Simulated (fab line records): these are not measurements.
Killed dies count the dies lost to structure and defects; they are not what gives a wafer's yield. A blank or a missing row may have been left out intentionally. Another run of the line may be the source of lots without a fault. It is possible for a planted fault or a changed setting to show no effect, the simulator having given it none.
Matching of chambers ; flow n5_finfet ; rie_si-01 running N5_FIN_SAQP_MANDREL1_REMOVE_56: 4 sister chambers
The step chemistry HBr/Cl2/O2, target a-Si, stops on SiNx, bt time 10 s. 8 wafers are shown with their chamber, then 9 later ones without.

WAFERS, EACH WITH ITS CHAMBER
wafer;chamber;he_backside_leak_sccm (sccm);oes_product_au (a.u.)
L075.3;0;2.5;0.979
L087.5;1;2.6;0.981
L089.3;3;2.6;1.014
L089.4;2;3.0;1.027
L089.6;3;2.6;1.011
L090.1;2;3.0;1.031
L090.4;1;2.6;0.984
L090.6;0;2.3;0.994

WAFERS WITH NO CHAMBER GIVEN
wafer;he_backside_leak_sccm (sccm);oes_product_au (a.u.)
L094.2;3.0;1.010
L094.5;2.8;0.975
L094.6;2.4;0.994
L095.1;2.6;0.971
L095.3;2.5;0.987
L095.4;3.0;1.011
L096.4;2.6;0.969
L096.5;2.9;1.017
L096.6;2.5;1.003

EACH ONE'S CHAMBER
wafer;from the rows above;in truth
L094.2;2;2
L094.5;1;1
L094.6;0;0
L095.1;can't be placed: 1 or 0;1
L095.3;can't be placed: 0 or 1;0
L095.4;2;2
L096.4;can't be placed: 1 or 0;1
L096.5;can't be placed: 2 or 3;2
L096.6;can't be placed: 3 or 0 or 1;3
4 of 9 placed correctly. These rows do not allow placing 5 (true chamber among the candidates in 5). Wrongly placed: 0.
How it was worked out, from the rows above alone: a wafer's distance from a chamber is the root of the sum, over the readings, of the square of ((its reading less the chamber's mean) divided by the reading's scatter). If the next closest chamber is less than 2 further off than the closest, the wafer can't be placed; otherwise it belongs to the closest. The mean given for a chamber averages the wafers shown for that chamber. How the scatter is found: for the shown wafers, subtract from each reading the mean of its chamber, square and add these, divide the total by (wafers less chambers), then take the root.
